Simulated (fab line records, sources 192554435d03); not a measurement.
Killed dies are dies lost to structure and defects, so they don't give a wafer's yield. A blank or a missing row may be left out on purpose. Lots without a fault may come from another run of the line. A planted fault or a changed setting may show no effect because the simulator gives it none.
Chamber matching | flow n5_finfet | N5_BEOL_M10_ALD_74 on ald_metal-03: 4 sister chambers
The step deposits TaN, target thk 2 nm, pulse time 2 s, purge time 3 s. 16 wafers are shown with their chamber, then 8 later ones without.

WAFERS WITH THEIR CHAMBER
wafer  | chamber | heater_power_w (W) | mfc_carrier_sccm (sccm)
L076.3 | 0       | 406                | 1502
L076.4 | 2       | 425                | 1500
L076.5 | 3       | 410                | 1497
L078.1 | 1       | 408                | 1497
L078.3 | 3       | 398                | 1500
L078.6 | 2       | 422                | 1495
L081.1 | 3       | 409                | 1497
L081.2 | 1       | 418                | 1494
L081.3 | 2       | 416                | 1500
L081.4 | 0       | 382                | 1495
L081.5 | 1       | 416                | 1502
L081.6 | 2       | 428                | 1507
L087.2 | 0       | 402                | 1507
L087.5 | 1       | 420                | 1503
L087.6 | 2       | 434                | 1493
L088.3 | 1       | 405                | 1490

SIGNATURES (means of the wafers above)
reading          | chamber 0 | chamber 1 | chamber 2 | chamber 3 | scatter within a chamber
heater_power_w   | 396.67    | 413.40    | 425.00    | 405.67    | 8.01
mfc_carrier_sccm | 1501.33   | 1497.20   | 1499.00   | 1498.00   | 5.13
Rule: a wafer's distance from a chamber is the root of the sum, over the readings, of the square of ((its reading less the chamber's mean) divided by the reading's scatter). The wafer belongs to the nearest chamber; if the next one is less than 2 further off, it can't be placed. The scatter: the root of (the sum of the squares of (reading less its chamber's mean) over the shown wafers, divided by (wafers less chambers)).

WAFERS WITHOUT THEIR CHAMBER
wafer  | heater_power_w (W) | mfc_carrier_sccm (sccm)
L088.4 | 403                | 1504
L088.6 | 395                | 1495
L093.1 | 400                | 1497
L093.2 | 408                | 1499
L093.5 | 398                | 1508
L097.2 | 398                | 1496
L097.4 | 407                | 1503
L097.6 | 413                | 1493

WHICH CHAMBER EACH WENT THROUGH
wafer  | from the rows above               | in truth
L088.4 | can't be placed: 0 or 3 or 1 or 2 | 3
L088.6 | can't be placed: 0 or 3 or 1      | 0
L093.1 | can't be placed: 3 or 0 or 1      | 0
L093.2 | can't be placed: 3 or 1 or 0 or 2 | 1
L093.5 | can't be placed: 0 or 3 or 1      | 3
L097.2 | can't be placed: 3 or 0 or 1      | 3
L097.4 | can't be placed: 3 or 0 or 1 or 2 | 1
L097.6 | can't be placed: 1 or 3 or 2 or 0 | 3
Placed correctly: 0 of 8. Can't be placed from these rows: 8 (the true chamber is among the candidates in 8). Placed wrongly: 0.
